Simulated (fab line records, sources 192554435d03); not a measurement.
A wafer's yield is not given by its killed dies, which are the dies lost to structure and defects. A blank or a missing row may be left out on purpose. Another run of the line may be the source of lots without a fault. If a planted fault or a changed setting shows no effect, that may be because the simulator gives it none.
fab line records    flow n5_finfet
record: lots: 24  wafers: 72  last_day: 17
route steps=1938 shown BEOL_M9@1421 BEOL_M10@1474
lots that met no fault: taken from a fault-free run of the same line
start_h: hours from the record's opening day to when the first of the lot's shown wafers began    wait_h: hours since the lot's step before    " as in the row above    L1.1+2: one row covering several wafers at once    - no value present, or no start provided    * or withheld: withheld    < > ~ a bound
route shown NAME@n: names a module that has steps shown in the file, with the first one's number in the route    usual: mean/standard deviation taken from wafers without a fault    same: alike in all rows    chamber/n: place in a boat    sites: each site's reading    _std_site: how widely they spread, as a standard deviation    _edge_site: mean of outer sites minus mean of inner sites    radius_mm: for every site, how far away it sits from the centre of the wafer    mask NAME#n: copy n    behind: the tool/chamber that last shaped the wafer    hold: cause of the lot's hold/its duration in hours/its outcome    device: the n, p or np transistor that did not switch    end of line: the tests these same wafers got at the end of their route    a step with no rows: only its recipe    killed: dies that structure and defects cost at the first sort, which is not the same as the wafer's yield    map: a wafer's dies, x killed, . not, _ none there
set.NAME: the setting that was run; set.NAME@STEP: the one run at that earlier step    model.NAME: the simulator's own value behind a step, which no gauge read
steps of the route over a sample of lots; a table a step, a row a wafer
services: a tool's chamber out of use, with start hour (start_h, from the record's first day; less than 0 if before it), hours out, and reason
== steps ==
step: N5_BEOL_M9_STRIP_67
recipe: chemistry: CF4  resist: SiARC  power_w: 300  bias_power_w: 75  pressure_mtorr: 50  cf4_flow_sccm: 150  rf_frequency_hz: 6e+07
usual: drypump_motor_current_A: 5.7/0.56  oes_product_au: 0.79/0.078  rf_vpp_V: 271.1/1.8  showerhead_plenum_p_Torr: 1.79/0.067  throttle_valve_pct: 13.54/0.18
lot.wafer  tool         chamber  start_h  wait_h  drypump_motor_current_A  oes_product_au  rf_hours_counter_h  rf_vpp_V  showerhead_plenum_p_Torr  throttle_valve_pct
L074.2     rie_diel-05  0        195.42   0.0     5.6                      0.76            124                 269.1     1.67                      13.55
L074.3     "            1        "        "       6.1                      0.83            64                  273.4     1.90                      13.38
L074.4     "            2        "        "       6.8                      0.80            107                 272.2     1.87                      13.17
L076.2     rie_diel-05  2        200.15   0.0     6.7                      0.80            108                 271.2     1.87                      13.20
L076.5     "            2        "        "       6.7                      0.80            -                   272.6     1.87                      13.19
L076.6     "            3        "        "       5.8                      0.71            -                   270.7     1.84                      13.44
L075.3     rie_diel-03  2        200.80   0.0     5.1                      0.75            163                 269.5     1.73                      13.68
L075.5     "            0        "        "       5.9                      0.73            -                   270.1     1.79                      13.72
L075.6     "            1        "        "       6.1                      0.88            -                   270.3     1.76                      13.39
L077.2     rie_diel-01  0        218.74   0.0     4.9                      0.86            71                  272.2     1.81                      13.52
L077.5     "            0        "        "       4.9                      0.84            -                   272.3     1.81                      13.52
L077.6     "            1        "        "       5.8                      0.85            -                   269.8     1.82                      13.53
L078.1     rie_diel-01  2        228.41   0.0     5.0                      0.69            249                 271.5     1.78                      14.18
L078.3     "            1        "        "       5.8                      0.84            57                  272.3     1.82                      13.52
L078.6     "            0        "        "       4.9                      0.84            -                   271.5     1.81                      13.53
L079.3     rie_diel-05  0        228.64   0.0     5.6                      0.75            133                 270.3     1.67                      13.57
L079.5     "            1        "        "       6.1                      0.83            -                   274.3     1.89                      13.40
L079.6     "            0        "        "       5.6                      0.75            -                   269.3     1.67                      13.55
L080.1     rie_diel-03  0        228.88   0.0     5.9                      0.73            176                 270.7     1.79                      13.71
L080.4     "            3        "        "       5.4                      0.70            245                 271.5     1.84                      13.71
L080.5     "            1        "        "       6.1                      0.87            -                   271.3     1.76                      13.42
L081.2     rie_diel-03  3        242.16   0.0     5.4                      0.70            249                 273.5     1.84                      13.70
L081.4     "            0        "        "       5.9                      0.73            181                 270.0     1.78                      13.73
L081.6     "            2        "        "       5.0                      0.75            -                   269.7     1.73                      13.71
L083.4     rie_diel-01  0        245.70   0.0     4.9                      0.83            82                  270.8     1.80                      13.56
L083.5     "            1        "        "       5.8                      0.83            -                   271.4     1.81                      13.58
L083.6     "            2        "        "       5.0                      1.01            -                   270.8     1.78                      13.61
L082.1     rie_diel-05  0        250.26   0.0     5.6                      0.75            141                 267.8     1.67                      13.58
L082.2     "            3        "        "       5.8                      0.71            232                 273.8     1.84                      13.48
L082.4     "            1        "        "       6.1                      0.82            79                  272.8     1.89                      13.43
L084.3     rie_diel-03  2        250.43   0.0     5.1                      0.74            180                 269.6     1.73                      13.71
L084.4     "            2        "        "       5.0                      0.75            -                   270.4     1.73                      13.73
L084.5     "            1        "        "       6.1                      0.86            -                   272.0     1.76                      13.44
L085.2     rie_diel-01  1        263.71   0.0     5.8                      0.82            68                  272.6     1.81                      13.57
L085.3     "            2        "        "       5.0                      0.98            5                   271.4     1.78                      13.62
L085.6     "            2        "        "       5.0                      0.98            -                   269.2     1.78                      13.63
L086.1     rie_diel-05  2        270.83   0.0     6.8                      0.78            129                 272.2     1.87                      13.24
L086.2     "            0        "        "       5.6                      0.74            146                 269.0     1.67                      13.59
L086.4     "            3        "        "       5.8                      0.69            238                 272.8     1.84                      13.49
L087.2     rie_diel-01  1        275.07   0.0     5.8                      0.82            72                  271.0     1.81                      13.58
L087.3     "            0        "        "       4.9                      0.83            91                  271.3     1.80                      13.56
L087.6     "            1        "        "       5.8                      0.82            -                   273.9     1.81                      13.57
L088.1     rie_diel-03  2        283.32   0.0     5.0                      0.73            192                 269.4     1.73                      13.75
L088.2     "            3        "        "       5.4                      0.95            5                   271.2     1.84                      13.16
L088.4     "            1        "        "       6.1                      0.84            76                  270.1     1.75                      13.46
L090.1     rie_diel-01  1        283.67   0.0     5.8                      0.82            76                  271.6     1.81                      13.58
L090.4     "            2        "        "       5.0                      0.97            12                  271.1     1.77                      13.63
L090.6     "            2        "        "       5.0                      0.95            -                   271.3     1.77                      13.61
L091.1     rie_diel-05  2        291.67   0.0     6.7                      0.77            136                 271.8     1.87                      13.25
L091.3     "            1        "        "       6.1                      0.80            92                  274.7     1.89                      13.47
L091.4     "            2        "        "       6.7                      0.78            -                   272.5     1.87                      13.26
L089.1     rie_diel-05  1        292.89   0.0     6.1                      0.80            92                  274.6     1.89                      13.46
L089.4     "            2        "        "       6.8                      0.78            -                   271.6     1.87                      13.25
L089.6     "            0        "        "       5.6                      0.74            -                   266.6     1.66                      13.60
L092.2     rie_diel-05  1        299.07   0.0     6.1                      0.80            94                  271.5     1.89                      13.46
L092.4     "            3        "        "       5.8                      0.69            247                 272.9     1.83                      13.50
L092.6     "            3        "        "       5.8                      0.68            -                   272.7     1.83                      13.51
L093.1     rie_diel-01  3        304.29   0.0     5.3                      0.68            242                 268.2     1.71                      13.73
L093.5     "            3        "        "       5.3                      0.68            -                   268.8     1.70                      13.71
L093.6     "            2        "        "       5.0                      0.94            -                   269.5     1.77                      13.64
L094.2     rie_diel-05  0        307.34   0.0     5.6                      0.73            158                 266.9     1.66                      13.61
L094.3     "            2        "        "       6.7                      0.77            141                 272.7     1.86                      13.26
L094.5     "            3        "        "       5.8                      0.69            -                   272.5     1.83                      13.53
L095.1     rie_diel-05  0        313.10   0.0     5.5                      0.73            160                 266.6     1.66                      13.61
L095.2     "            2        "        "       6.8                      0.78            144                 272.4     1.86                      13.29
L095.4     "            2        "        "       6.8                      0.77            -                   272.6     1.86                      13.27
L096.2     rie_diel-01  1        332.64   0.0     5.7                      0.80            90                  273.5     1.81                      13.62
L096.3     "            2        "        "       5.0                      0.92            28                  271.1     1.77                      13.68
L096.4     "            1        "        "       5.8                      0.80            -                   270.6     1.81                      13.61
L097.2     rie_diel-01  1        342.33   0.0     5.8                      0.80            95                  269.7     1.81                      13.62
L097.3     "            0        "        "       4.9                      0.81            115                 271.3     1.79                      13.62
L097.6     "            1        "        "       5.8                      0.80            -                   271.6     1.81                      13.62
step: N5_BEOL_M9_OVL_MEAS_29
recipe: points_per_wafer: 522
usual: V8_OVL: -0.3/0.68
same: points_per_wafer: 522
lot.wafer  tool        chamber  start_h  wait_h  V8_OVL[nm]
L074.2     overlay-01  0        195.98   0.0     -0.6
L074.3     "           0        "        "       -0.9
L074.4     "           0        "        "       0.5
L075.3     overlay-01  0        203.32   0.0     0.3
L075.5     "           0        "        "       -1.1
L075.6     "           0        "        "       0.0
L076.2     overlay-01  0        203.48   0.0     -1.3
L076.5     "           0        "        "       1.0
L076.6     "           0        "        "       -0.3
L077.2     overlay-01  0        220.96   0.0     -0.9
L077.5     "           0        "        "       0.3
L077.6     "           0        "        "       0.0
L080.1     overlay-01  0        229.77   0.0     -0.5
L080.4     "           0        "        "       -0.3
L080.5     "           0        "        "       -0.2
L079.3     overlay-01  0        229.82   0.0     -0.6
L079.5     "           0        "        "       -1.2
L079.6     "           0        "        "       -0.8
L078.1     overlay-01  0        229.85   0.0     -0.8
L078.3     "           0        "        "       -0.7
L078.6     "           0        "        "       -1.2
L081.2     overlay-02  0        243.85   0.0     -0.2
L081.4     "           0        "        "       -0.4
L081.6     "           0        "        "       -0.7
L083.4     overlay-01  0        248.49   0.0     -0.2
L083.5     "           0        "        "       -0.2
L083.6     "           0        "        "       -0.2
L082.1     overlay-01  0        251.21   0.0     -1.8
L082.2     "           0        "        "       -1.8
L082.4     "           0        "        "       -1.7
L084.3     overlay-02  0        252.08   0.0     0.6
L084.4     "           0        "        "       0.2
L084.5     "           0        "        "       0.4
L085.2     overlay-02  0        264.85   0.0     0.0
L085.3     "           0        "        "       1.8
L085.6     "           0        "        "       0.4
L086.1     overlay-02  0        271.40   0.0     -0.7
L086.2     "           0        "        "       -1.0
L086.4     "           0        "        "       0.1
L087.2     overlay-02  0        275.76   0.0     0.5
L087.3     "           0        "        "       0.2
L087.6     "           0        "        "       -0.6
L088.1     overlay-02  0        284.06   0.0     -0.5
L088.2     "           0        "        "       -0.7
L088.4     "           0        "        "       -0.9
L090.1     overlay-02  0        284.38   0.0     -0.4
L090.4     "           0        "        "       0.1
L090.6     "           0        "        "       0.0
L091.1     overlay-01  0        293.17   0.0     -0.8
L091.3     "           0        "        "       -0.9
L091.4     "           0        "        "       -0.7
L089.1     overlay-01  0        293.45   0.0     0.1
L089.4     "           0        "        "       -0.1
L089.6     "           0        "        "       0.5
L092.2     overlay-01  0        299.75   0.0     -0.1
L092.4     "           0        "        "       -0.4
L092.6     "           0        "        "       -0.7
L093.1     overlay-02  0        305.05   0.0     0.2
L093.5     "           0        "        "       0.1
L093.6     "           0        "        "       0.3
L094.2     overlay-02  0        308.23   0.0     -1.2
L094.3     "           0        "        "       -1.6
L094.5     "           0        "        "       -1.7
L095.1     overlay-02  0        313.82   0.0     0.5
L095.2     "           0        "        "       0.0
L095.4     "           0        "        "       -0.6
L096.2     overlay-02  0        333.63   0.0     0.6
L096.3     "           0        "        "       0.3
L096.4     "           0        "        "       0.3
L097.2     overlay-02  0        343.22   0.0     -1.1
L097.3     "           0        "        "       0.3
L097.6     "           0        "        "       -0.7
step: N5_BEOL_M9_INSPECT_30
recipe: mode: adi  inspect_instrument: brightfield
usual: raw_defect_count: 402/100
lot.wafer  tool               chamber  start_h  wait_h  raw_defect_count
L074.2     defect_inspect-01  -        196.04   0.0     483
L074.3     "                  -        "        "       407
L074.4     "                  -        "        "       460
L075.3     defect_inspect-01  -        203.37   0.0     288
L075.5     "                  -        "        "       328
L075.6     "                  -        "        "       416
L076.2     defect_inspect-01  -        203.53   0.0     466
L076.5     "                  -        "        "       589
L076.6     "                  -        "        "       411
L077.2     defect_inspect-02  -        221.01   0.0     261
L077.5     "                  -        "        "       223
L077.6     "                  -        "        "       271
L080.1     defect_inspect-02  -        229.82   0.1     248
L080.4     "                  -        "        "       328
L080.5     "                  -        "        "       278
L079.3     defect_inspect-01  -        229.87   0.0     467
L079.5     "                  -        "        "       425
L079.6     "                  -        "        "       364
L078.1     defect_inspect-02  -        229.91   0.1     351
L078.3     "                  -        "        "       305
L078.6     "                  -        "        "       535
L081.2     defect_inspect-02  -        243.90   0.0     447
L081.4     "                  -        "        "       529
L081.6     "                  -        "        "       449
L083.4     defect_inspect-02  -        248.53   0.0     319
L083.5     "                  -        "        "       401
L083.6     "                  -        "        "       455
L082.1     defect_inspect-01  -        251.27   0.1     329
L082.2     "                  -        "        "       485
L082.4     "                  -        "        "       307
L084.3     defect_inspect-02  -        252.13   0.0     366
L084.4     "                  -        "        "       246
L084.5     "                  -        "        "       345
L085.2     defect_inspect-02  -        264.90   0.0     463
L085.3     "                  -        "        "       398
L085.6     "                  -        "        "       445
L086.1     defect_inspect-02  -        271.45   0.1     398
L086.2     "                  -        "        "       424
L086.4     "                  -        "        "       572
L087.2     defect_inspect-02  -        275.81   0.0     582
L087.3     "                  -        "        "       364
L087.6     "                  -        "        "       553
L088.1     defect_inspect-02  -        284.12   0.1     285
L088.2     "                  -        "        "       580
L088.4     "                  -        "        "       413
L090.1     defect_inspect-02  -        284.44   0.1     382
L090.4     "                  -        "        "       365
L090.6     "                  -        "        "       432
L091.1     defect_inspect-02  -        293.23   0.1     244
L091.3     "                  -        "        "       312
L091.4     "                  -        "        "       286
L089.1     defect_inspect-01  -        293.51   0.1     318
L089.4     "                  -        "        "       440
L089.6     "                  -        "        "       398
L092.2     defect_inspect-01  -        299.81   0.0     328
L092.4     "                  -        "        "       408
L092.6     "                  -        "        "       298
L093.1     defect_inspect-01  -        305.10   0.1     270
L093.5     "                  -        "        "       328
L093.6     "                  -        "        "       281
L094.2     defect_inspect-01  -        308.28   0.0     358
L094.3     "                  -        "        "       400
L094.5     "                  -        "        "       451
L095.1     defect_inspect-02  -        313.88   0.1     374
L095.2     "                  -        "        "       384
L095.4     "                  -        "        "       503
L096.2     defect_inspect-02  -        333.68   0.0     387
L096.3     "                  -        "        "       603
L096.4     "                  -        "        "       435
L097.2     defect_inspect-02  -        343.27   0.0     653
L097.3     "                  -        "        "       359
L097.6     "                  -        "        "       448
step: N5_BEOL_M9_ETCH_66
recipe: chemistry: N2/H2  target: SOC  target_depth_a: 800  overetch_a: 160  mask_material: SiARC  temp_c: 40  time_s: 120  ion_energy_ev: 200  pressure_mtorr: 30  source_w: 840  bias_w: 150  n2_flow_sccm: 200  h2_flow_sccm: 200
usual: drypump_motor_current_A: 5.6/0.53  oes_product_au: 0.61/0.062  rf_vpp_V: 523.6/2.8  showerhead_plenum_p_Torr: 2.53/0.1  throttle_valve_pct: 17.78/0.22
same: time_s: 120
lot.wafer  tool         chamber  start_h  wait_h  drypump_motor_current_A  oes_product_au  rf_hours_counter_h  rf_vpp_V  showerhead_plenum_p_Torr  throttle_valve_pct
L074.2     rie_diel-03  0        196.25   0.0     5.9                      0.56            166                 524.4     2.55                      18.07
L074.3     "            1        "        "       6.1                      0.67            46                  524.0     2.51                      17.85
L074.4     "            3        "        "       5.4                      0.54            236                 526.3     2.61                      17.90
L075.3     rie_diel-05  2        204.07   0.0     6.8                      0.61            109                 526.8     2.67                      17.45
L075.5     "            2        "        "       6.8                      0.61            -                   527.2     2.67                      17.44
L075.6     "            3        "        "       5.8                      0.55            -                   526.3     2.61                      17.43
L076.2     rie_diel-03  1        204.49   0.0     6.1                      0.67            48                  522.0     2.51                      17.86
L076.5     "            2        "        "       5.0                      0.58            -                   521.3     2.42                      17.56
L076.6     "            1        "        "       6.1                      0.68            -                   522.6     2.51                      17.85
L077.2     rie_diel-03  0        221.12   0.0     5.9                      0.56            173                 524.2     2.54                      18.06
L077.5     "            3        "        "       5.4                      0.54            -                   525.7     2.61                      17.91
L077.6     "            0        "        "       5.9                      0.56            -                   522.8     2.54                      18.07
L080.1     rie_diel-03  2        230.06   0.0     5.1                      0.57            172                 520.1     2.41                      17.57
L080.4     "            1        "        "       6.1                      0.66            56                  522.7     2.50                      17.87
L080.5     "            2        "        "       5.1                      0.57            -                   521.4     2.41                      17.55
L079.3     rie_diel-01  3        230.50   0.0     5.3                      0.54            218                 519.9     2.43                      17.91
L079.5     "            1        "        "       5.8                      0.64            -                   524.9     2.58                      17.75
L079.6     "            0        "        "       4.9                      0.65            -                   521.9     2.59                      18.04
L078.1     rie_diel-05  1        230.56   0.0     6.1                      0.63            74                  527.6     2.69                      17.62
L078.3     "            0        "        "       5.6                      0.57            134                 518.6     2.34                      17.79
L078.6     "            1        "        "       6.0                      0.64            -                   527.0     2.69                      17.60
L081.2     rie_diel-03  3        244.02   0.0     5.4                      0.54            250                 526.8     2.60                      17.93
L081.4     "            1        "        "       6.1                      0.66            62                  522.6     2.50                      17.88
L081.6     "            0        "        "       5.9                      0.56            -                   525.2     2.54                      18.09
L083.4     rie_diel-05  2        248.64   0.0     6.7                      0.60            122                 527.6     2.66                      17.46
L083.5     "            1        "        "       6.1                      0.63            -                   528.1     2.69                      17.61
L083.6     "            0        "        "       5.6                      0.57            -                   519.2     2.34                      17.79
L082.1     rie_diel-01  1        251.66   0.0     5.8                      0.63            66                  524.1     2.57                      17.76
L082.2     "            2        "        "       5.0                      0.76            2                   521.8     2.50                      17.97
L082.4     "            3        "        "       5.4                      0.53            226                 520.6     2.43                      17.94
L084.3     rie_diel-01  2        252.24   0.0     5.0                      0.76            2                   524.9     2.50                      17.95
L084.4     "            0        "        "       4.9                      0.64            84                  525.2     2.59                      18.06
L084.5     "            3        "        "       5.3                      0.53            -                   519.6     2.43                      17.94
L085.2     rie_diel-03  0        265.02   0.0     5.9                      0.55            189                 523.9     2.54                      18.10
L085.3     "            1        "        "       6.1                      0.65            69                  521.0     2.50                      17.88
L085.6     "            0        "        "       5.9                      0.55            -                   523.2     2.54                      18.09
L086.1     rie_diel-05  1        271.57   0.0     6.1                      0.62            85                  527.0     2.69                      17.62
L086.2     "            0        "        "       5.6                      0.57            146                 517.4     2.34                      17.81
L086.4     "            2        "        "       6.7                      0.60            129                 527.9     2.66                      17.49
L087.2     rie_diel-01  3        275.92   0.0     5.4                      0.52            233                 520.2     2.42                      17.93
L087.3     "            1        "        "       5.8                      0.62            73                  523.9     2.57                      17.76
L087.6     "            1        "        "       5.8                      0.63            -                   525.4     2.57                      17.77
L088.1     rie_diel-03  2        284.26   0.0     5.1                      0.56            193                 520.7     2.40                      17.61
L088.2     "            1        "        "       6.1                      0.64            76                  523.0     2.49                      17.90
L088.4     "            3        "        "       5.4                      0.72            6                   525.7     2.60                      17.46
L090.1     rie_diel-03  1        284.69   0.0     6.1                      0.65            77                  524.0     2.49                      17.90
L090.4     "            0        "        "       5.9                      0.55            196                 524.3     2.53                      18.12
L090.6     "            3        "        "       5.4                      0.72            -                   525.1     2.60                      17.45
L091.1     rie_diel-05  2        293.34   0.0     6.8                      0.59            136                 527.6     2.66                      17.49
L091.3     "            0        "        "       5.6                      0.57            153                 518.6     2.33                      17.80
L091.4     "            3        "        "       5.8                      0.53            245                 525.5     2.59                      17.48
L089.1     rie_diel-03  1        293.75   0.0     6.1                      0.64            80                  520.3     2.49                      17.91
L089.4     "            3        "        "       5.4                      0.72            -                   524.8     2.60                      17.47
L089.6     "            2        "        "       5.1                      0.56            -                   521.6     2.40                      17.61
L092.2     rie_diel-01  1        300.07   0.0     5.8                      0.62            81                  525.1     2.57                      17.78
L092.4     "            3        "        "       5.3                      0.52            241                 520.6     2.42                      17.96
L092.6     "            3        "        "       5.4                      0.52            -                   521.0     2.42                      17.97
L093.1     rie_diel-01  3        305.22   0.0     5.4                      0.52            242                 519.7     2.42                      17.95
L093.5     "            0        "        "       4.9                      0.63            -                   526.2     2.58                      18.08
L093.6     "            3        "        "       5.4                      0.52            -                   519.9     2.42                      17.94
L094.2     rie_diel-01  0        308.39   0.0     4.9                      0.62            101                 523.7     2.58                      18.10
L094.3     "            1        "        "       5.8                      0.62            83                  524.8     2.56                      17.80
L094.5     "            2        "        "       5.0                      0.72            -                   523.6     2.50                      18.00
L095.1     rie_diel-05  1        314.25   0.0     6.1                      0.61            100                 527.6     2.68                      17.66
L095.2     "            2        "        "       6.7                      0.59            144                 527.4     2.65                      17.51
L095.4     "            2        "        "       6.8                      0.59            -                   527.2     2.65                      17.53
L096.2     rie_diel-01  2        333.79   0.0     5.0                      0.70            28                  522.9     2.49                      18.02
L096.3     "            1        "        "       5.8                      0.61            91                  525.4     2.56                      17.80
L096.4     "            2        "        "       5.0                      0.71            -                   522.3     2.49                      18.02
L097.2     rie_diel-05  3        343.38   0.0     5.8                      0.71            5                   524.9     2.59                      17.07
L097.3     "            0        "        "       5.6                      0.55            170                 515.7     2.33                      17.84
L097.6     "            0        "        "       5.6                      0.55            -                   518.7     2.33                      17.81
step: N5_BEOL_M9_CD_MEAS_35
recipe: target_cd_nm: 70  target_cd_y_nm: 40  polarity: opening
usual: cd_nm: 70.0/0.65
lot.wafer  tool       chamber  start_h  wait_h  cd_nm
L074.2     cd_sem-03  -        196.78   0.0     70.0
L074.3     "          -        "        "       70.0
L074.4     "          -        "        "       71.7
L075.3     cd_sem-01  -        204.61   0.0     70.6
L075.5     "          -        "        "       70.0
L075.6     "          -        "        "       69.7
L076.2     cd_sem-01  -        205.02   0.0     69.9
L076.5     "          -        "        "       69.7
L076.6     "          -        "        "       70.3
L077.2     cd_sem-03  -        221.65   0.0     70.2
L077.5     "          -        "        "       70.8
L077.6     "          -        "        "       71.3
L080.1     cd_sem-03  -        230.60   0.0     69.0
L080.4     "          -        "        "       69.2
L080.5     "          -        "        "       70.1
L079.3     cd_sem-02  -        231.04   0.0     69.4
L079.5     "          -        "        "       69.5
L079.6     "          -        "        "       70.2
L078.1     cd_sem-02  -        231.09   0.0     69.8
L078.3     "          -        "        "       70.5
L078.6     "          -        "        "       69.5
L081.2     cd_sem-02  -        244.55   0.0     70.6
L081.4     "          -        "        "       70.7
L081.6     "          -        "        "       71.0
L083.4     cd_sem-03  -        249.17   0.0     71.4
L083.5     "          -        "        "       70.4
L083.6     "          -        "        "       69.8
L082.1     cd_sem-01  -        252.19   0.0     70.4
L082.2     "          -        "        "       70.3
L082.4     "          -        "        "       70.5
L084.3     cd_sem-03  -        252.79   0.0     69.7
L084.4     "          -        "        "       70.3
L084.5     "          -        "        "       69.9
L085.2     cd_sem-02  -        265.55   0.0     68.3
L085.3     "          -        "        "       68.9
L085.6     "          -        "        "       69.8
L086.1     cd_sem-02  -        272.10   0.0     71.3
L086.2     "          -        "        "       70.7
L086.4     "          -        "        "       70.0
L087.2     cd_sem-02  -        276.45   0.0     69.9
L087.3     "          -        "        "       69.9
L087.6     "          -        "        "       69.5
L088.1     cd_sem-02  -        284.79   0.0     69.8
L088.2     "          -        "        "       69.2
L088.4     "          -        "        "       69.8
L090.1     cd_sem-01  -        285.23   0.0     70.2
L090.4     "          -        "        "       69.7
L090.6     "          -        "        "       70.3
L091.1     cd_sem-03  -        293.88   0.0     70.0
L091.3     "          -        "        "       69.4
L091.4     "          -        "        "       69.6
L089.1     cd_sem-03  -        294.28   0.0     69.7
L089.4     "          -        "        "       70.2
L089.6     "          -        "        "       69.6
L092.2     cd_sem-02  -        300.60   0.0     69.7
L092.4     "          -        "        "       69.5
L092.6     "          -        "        "       69.3
L093.1     cd_sem-01  -        305.75   0.0     70.0
L093.5     "          -        "        "       70.6
L093.6     "          -        "        "       69.7
L094.2     cd_sem-02  -        308.92   0.0     70.7
L094.3     "          -        "        "       70.3
L094.5     "          -        "        "       69.3
L095.1     cd_sem-03  -        314.78   0.0     70.2
L095.2     "          -        "        "       70.0
L095.4     "          -        "        "       69.4
L096.2     cd_sem-02  -        334.33   0.0     69.5
L096.3     "          -        "        "       70.0
L096.4     "          -        "        "       69.9
L097.2     cd_sem-02  -        343.92   0.0     70.4
L097.3     "          -        "        "       69.5
L097.6     "          -        "        "       70.3
step: N5_BEOL_M10_HM_DEP_02
recipe: material: TiN  target_thk_a: 200  temp_c: 25  chamber_pressure_pa: 0.49996
usual: throttle_valve_pct: 29.5/1.2
lot.wafer  tool            chamber  start_h  wait_h  throttle_valve_pct
L074.2     pvd_sputter-02  -        204.02   1.6     28.5
L074.3     "               -        "        "       28.9
L074.4     "               -        "        "       28.6
L076.2     pvd_sputter-01  -        211.37   1.9     30.5
L076.5     "               -        "        "       30.5
L076.6     "               -        "        "       28.1
L075.3     pvd_sputter-01  -        211.47   1.8     30.4
L075.5     "               -        "        "       28.8
L075.6     "               -        "        "       27.7
L077.2     pvd_sputter-03  -        225.23   0.6     28.9
L077.5     "               -        "        "       32.2
L077.6     "               -        "        "       28.5
L080.1     pvd_sputter-01  -        234.34   0.5     28.0
L080.4     "               -        "        "       30.8
L080.5     "               -        "        "       28.1
L079.3     pvd_sputter-03  -        235.49   1.2     28.6
L079.5     "               -        "        "       29.5
L079.6     "               -        "        "       32.3
L078.1     pvd_sputter-03  -        235.67   1.3     32.1
L078.3     "               -        "        "       28.6
L078.6     "               -        "        "       29.0
L081.2     pvd_sputter-01  -        249.53   1.7     30.4
L081.4     "               -        "        "       28.6
L081.6     "               -        "        "       29.4
L083.4     pvd_sputter-01  -        257.44   3.8     30.5
L083.5     "               -        "        "       28.8
L083.6     "               -        "        "       27.9
L082.1     pvd_sputter-02  -        257.77   2.6     29.1
L082.2     "               -        "        "       31.0
L082.4     "               -        "        "       28.4
L084.3     pvd_sputter-02  -        258.01   0.7     29.3
L084.4     "               -        "        "       28.7
L084.5     "               -        "        "       30.9
L085.2     pvd_sputter-01  -        270.54   1.3     30.7
L085.3     "               -        "        "       28.7
L085.6     "               -        "        "       27.9
L086.1     pvd_sputter-01  -        275.79   0.3     28.9
L086.2     "               -        "        "       30.4
L086.4     "               -        "        "       29.6
L087.2     pvd_sputter-02  -        279.60   0.4     30.8
L087.3     "               -        "        "       28.4
L087.6     "               -        "        "       28.4
L088.1     pvd_sputter-02  -        290.29   1.0     29.3
L088.2     "               -        "        "       28.4
L088.4     "               -        "        "       28.7
L090.1     pvd_sputter-02  -        290.75   1.0     28.8
L090.4     "               -        "        "       28.9
L090.6     "               -        "        "       28.6
L091.1     pvd_sputter-03  -        298.03   0.8     29.5
L091.3     "               -        "        "       32.3
L091.4     "               -        "        "       29.6
L089.1     pvd_sputter-03  -        298.13   0.4     29.9
L089.4     "               -        "        "       31.8
L089.6     "               -        "        "       29.9
L092.2     pvd_sputter-02  -        305.25   1.5     28.3
L092.4     "               -        "        "       31.1
L092.6     "               -        "        "       31.0
L093.1     pvd_sputter-01  -        309.26   0.2     29.3
L093.5     "               -        "        "       29.6
L093.6     "               -        "        "       28.7
L094.2     pvd_sputter-03  -        312.46   0.4     28.6
L094.3     "               -        "        "       32.4
L094.5     "               -        "        "       29.6
L095.1     pvd_sputter-01  -        320.75   2.8     30.5
L095.2     "               -        "        "       28.0
L095.4     "               -        "        "       28.9
L096.2     pvd_sputter-03  -        338.39   1.0     32.1
L096.3     "               -        "        "       30.0
L096.4     "               -        "        "       28.7
L097.2     pvd_sputter-03  -        349.42   1.9     32.1
L097.3     "               -        "        "       29.5
L097.6     "               -        "        "       32.0
== services ==
tool            chamber  start_h  hours  kind
rie_diel-03     0        181.89   7.9    repair
rie_diel-01     3        211.88   14.8   repair
rie_diel-01     2        230.42   -      clean
rie_diel-01     2        230.42   -      consumable_replace:focus_ring
rie_diel-01     2        230.42   13.2   scheduled_down
rie_diel-01     2        230.42   13.2   vent_cycle
rie_diel-03     3        232.01   2.0    repair
rie_diel-03     3        245.09   -      clean
rie_diel-03     3        245.09   -      consumable_replace:focus_ring
rie_diel-03     3        266.40   4.3    repair
pvd_sputter-02  -        284.61   5.1    repair
rie_diel-05     3        288.80   4.2    repair
rie_diel-03     0        289.36   5.6    repair
rie_diel-05     3        307.51   -      clean
rie_diel-05     3        307.51   -      consumable_replace:focus_ring
rie_diel-05     3        307.51   17.0   scheduled_down
rie_diel-05     3        307.51   17.0   vent_cycle
rie_diel-01     1        326.54   5.2    repair
rie_diel-01     3        331.80   -      clean
rie_diel-01     3        331.80   -      consumable_replace:focus_ring
rie_diel-01     3        331.80   -      consumable_replace:showerhead
rie_diel-01     3        331.80   19.1   scheduled_down
rie_diel-01     3        331.80   19.1   vent_cycle
rie_diel-03     3        343.39   5.5    repair
== key ==
fault none
